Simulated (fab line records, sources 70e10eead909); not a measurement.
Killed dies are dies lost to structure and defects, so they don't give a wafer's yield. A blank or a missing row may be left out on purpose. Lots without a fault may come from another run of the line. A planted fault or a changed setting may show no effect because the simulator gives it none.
Chamber matching | flow nand_harc | NHARC_A_CHANNEL_FILL_D1_ALD_16 on ald_hk-04: 4 sister chambers
The step deposits SiO2, target thk 1.5 nm, pulse time 10 s, ald cycles 15. 4 wafers are shown with their chamber, then 11 later ones without.

WAFERS WITH THEIR CHAMBER
wafer  | chamber | heater_power_w (W)
L090.2 | 1       | 402
L090.3 | 3       | 472
L090.4 | 0       | 430
L091.1 | 2       | 548

WAFERS WITHOUT THEIR CHAMBER
wafer  | heater_power_w (W)
L091.2 | 436
L091.6 | 552
L092.1 | 438
L092.3 | 401
L092.5 | 402
L095.2 | 399
L095.4 | 429
L095.5 | 549
L097.3 | 406
L097.4 | 567
L097.6 | 389

WHICH CHAMBER EACH WENT THROUGH
wafer  | from the rows above | in truth
L091.2 | 0                   | 0
L091.6 | 2                   | 2
L092.1 | 0                   | 0
L092.3 | 1                   | 1
L092.5 | 1                   | 1
L095.2 | 1                   | 1
L095.4 | 0                   | 0
L095.5 | 2                   | 2
L097.3 | 1                   | 1
L097.4 | 2                   | 2
L097.6 | 1                   | 1
Placed correctly: 11 of 11. Can't be placed from these rows: 0. Placed wrongly: 0.
How it was worked out, from the rows above alone: a wafer's distance from a chamber is the root of the sum, over the readings, of the square of ((its reading less the chamber's mean) divided by the reading's scatter). The wafer belongs to the nearest chamber; if the next one is less than 2 further off, it can't be placed. A chamber's mean is the mean of its shown wafers. The scatter: with one shown wafer a chamber, the root of the mean of the squares of how far each hidden wafer lies from its nearest shown one.
